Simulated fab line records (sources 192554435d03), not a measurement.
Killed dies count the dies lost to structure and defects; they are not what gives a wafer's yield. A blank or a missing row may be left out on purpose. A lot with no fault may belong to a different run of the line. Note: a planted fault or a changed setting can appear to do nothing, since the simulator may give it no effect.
Comparing a struck lot with a sound one / flow n5_finfet / 41 out of 1938 route steps
Sound: these wafers, L503.2, L503.3, L503.5. Wafers struck: L498.1, L498.3, L498.4. The cause is named last.
At each step with rows: each side's tool, then ch and its chambers, then its first start. Under that, the readings that differ: sound wafers / struck wafers / difference of the means / sigmas: that difference in standard deviations of wafers without a fault.
alike: a reading whose means differ by less than 2 such deviations, as well as words and numbers matching on both sides. not compared: withheld readings; readings where some wafer has no value; bounds like >300 that might hide an equal value; numbers whose values overlap and for which the record gives no deviation.
Wherever a step has rows on one side only, a row that says differs or no value, or a row with sigmas, the two part there. When numbers do not overlap yet have no deviation, they are printed without sigmas and do not part them. A reading missing from all wafers of one side parts the sides only when that side holds two or more wafers.

first, 11 steps without rows for these wafers: N5_BEOL_M0_SAQP_HM_OPEN_112 (chemistry CHF3/O2, target SiO2, stops on a-Si, target depth 12 nm, time 13.5 s); N5_BEOL_M0_SAQP_STRIP_113 (strips in CHF3/O2); N5_BEOL_M0_SAQP_MANDREL_ETCH_20 (etches a-Si in HBr/Cl2, stops on SiNx, target depth 60 nm, bt time 10 s, time 30 s); N5_BEOL_M0_SAQP_STRIP_86 (strips in N2/H2); N5_BEOL_M0_SAQP_STRIP_115 (strips in post etch residue remover, time 60 s); N5_BEOL_M0_SAQP_SRD_93 (time 30 s); N5_BEOL_M0_SAQP_RECESS_114 (chemistry HF/NH3, target SiO2, target depth 14.4 nm, afs cycles 3, sublimation time 60 s); N5_BEOL_M0_SAQP_SPACER1_ALD_98 (deposits SiO2, target thk 12.8 nm, pulse time 1 s, purge time 2 s); N5_BEOL_M0_SAQP_SPACER1_ETCHBACK_99 (etches SiO2 in CHF3/O2, target depth 15.4 nm, time 7.7 s); N5_BEOL_M0_SAQP_MANDREL1_REMOVE_100 (chemistry HBr/Cl2/O2, target a-Si, stops on SiNx, bt time 10 s); N5_BEOL_M0_SAQP_ETCH_101 (etches SiNx in CH3F/O2, target depth 29.9 nm, time 42.7 s).
N5_BEOL_M0_SAQP_ETCH_102: etches SiO2 in CF4, target depth 4 nm, time 4.4 s.
  sound on rie_si-02 ch 1,2, day 11 02:12; struck on rie_si-06 ch 0,2,3, day 9 20:13
reading=oes_product_au (a.u.); sound=0.964 0.958 0.969; struck=1.012 1.019 1.010; difference=+0.050; sigmas=+3
  alike: drypump_motor_current_A, throttle_valve_pct
  not compared: rf_hours_counter_h
then, 19 steps without rows for these wafers: N5_BEOL_M0_SAQP_MANDREL_ETCH_103 (etches a-Si in HBr/Cl2, stops on SiCN, target depth 45 nm, bt time 10 s, time 27 s); N5_BEOL_M0_SAQP_RECESS_104 (chemistry HF/NH3, target SiO2, target depth 18 nm, afs cycles 3, sublimation time 60 s); N5_BEOL_M0_SAQP_COAT_105 (time 60 s, resist thk 100 nm); N5_BEOL_M0_SAQP_ETCH_106 (etches SOC in N2/H2, stops on SiNx, target depth 150 nm); N5_BEOL_M0_SAQP_ETCH_107 (etches SiNx in CH3F/O2, target depth 30 nm); N5_BEOL_M0_SAQP_STRIP_108 (strips in N2/H2); N5_BEOL_M0_SAQP_RECESS_109 (chemistry HF/NH3, target SiO2, target depth 3 nm, afs cycles 1, sublimation time 60 s); N5_BEOL_M0_SAQP_SPACER2_ALD_26 (deposits SiO2, target thk 15 nm, pulse time 1 s, purge time 2 s); N5_BEOL_M0_SAQP_SPACER2_ETCHBACK_27 (etches SiO2 in CHF3/O2, target depth 22.5 nm, time 11.25 s); N5_BEOL_M0_SAQP_MANDREL2_REMOVE_110 (chemistry HBr/Cl2/O2, target a-Si, stops on SiCN, bt time 10 s); N5_BEOL_M0_SAQP_COAT_69 (time 60 s, resist thk 90 nm); N5_BEOL_M0_SAQP_COAT_72 (time 60 s, resist thk 15 nm); N5_BEOL_M0_SAQP_COAT_87 (time 60 s, resist thk 5 nm); N5_BEOL_M0_SAQP_COAT_34 (resist thk 30 nm); N5_BEOL_M0_SAQP_EBR_36; N5_BEOL_M0_SAQP_SOFTBAKE_35 (time 60 s); N5_BEOL_M0_SAQP_EXPOSE_37 (exposes mask M0 CUT1, target cd 30 nm); N5_BEOL_M0_SAQP_PEB_38 (peb time 60 s); N5_BEOL_M0_SAQP_DEVELOP_39 (develop time 30 s).
N5_BEOL_M0_SAQP_INSPECT_42: inspects for defects (brightfield).
  sound: defect_inspect-02 at day 11 04:25; struck: defect_inspect-02 at day 9 22:34
reading=raw_defect_count; sound=152 253 190; struck=1145 957 1090; difference=+866; sigmas=+11
then, 6 steps without rows for these wafers: N5_BEOL_M0_SAQP_DESCUM_45 (chemistry O2, time 7 s); N5_BEOL_M0_SAQP_ETCH_88 (etches underlayer in N2/H2, target depth 6.5 nm, time 5.2 s); N5_BEOL_M0_SAQP_ETCH_73 (etches SiARC in CF4, target depth 19.5 nm, time 32.5 s); N5_BEOL_M0_SAQP_CUT_ETCH_46 (etches SOC in N2/H2, target depth 135 nm, overetch 27 nm, time 202.5 s); N5_BEOL_M0_SAQP_STRIP_74 (strips in N2/H2); N5_BEOL_M0_SAQP_STRIP_89 (strips in N2/H2).
N5_BEOL_M0_CUTY_INSPECT_59: inspects for defects (macro).
  sound: defect_inspect-01 at day 11 05:46; struck: defect_inspect-01 at day 10 00:01
reading=raw_defect_count; sound=5 8 0; struck=>300 >300 >300; difference=differs; sigmas=
-- the record jumps here: 2 days lie between the struck wafers' starts before and after (it left off in module BEOL_M0_CUTY and takes up again in module BEOL_M4, whose first step shown is number 1111 of the route) --
N5_BEOL_M4_RC_MEAS_101:
  sound on prober-02 ch 0, day 13 14:15; struck on prober-01 ch 0, day 12 03:14
  alike: DIBL_N, DIBL_P, IOFF_N, IOFF_P, ION_N, ION_P, SS_N, SS_P, VT_N, VT_P
-- the record jumps here: 4 days lie between the struck wafers' starts before and after (it left off in module BEOL_M4 and takes up again in module PASSIVATION, whose first step shown is number 1936 of the route) --
N5_PASSIVATION_PROBE_49:
  the record has rows for the struck wafers here (prober-02, day 16 04:44) and none for the sound ones

WHERE THEY PART
Last at N5_PASSIVATION_PROBE_49 as far as this record goes, first at N5_BEOL_M0_SAQP_ETCH_102.

WHY: what had been put in by the simulator
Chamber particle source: rie_si-06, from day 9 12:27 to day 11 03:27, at N5_BEOL_M0_SAQP_ETCH_102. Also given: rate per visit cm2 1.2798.
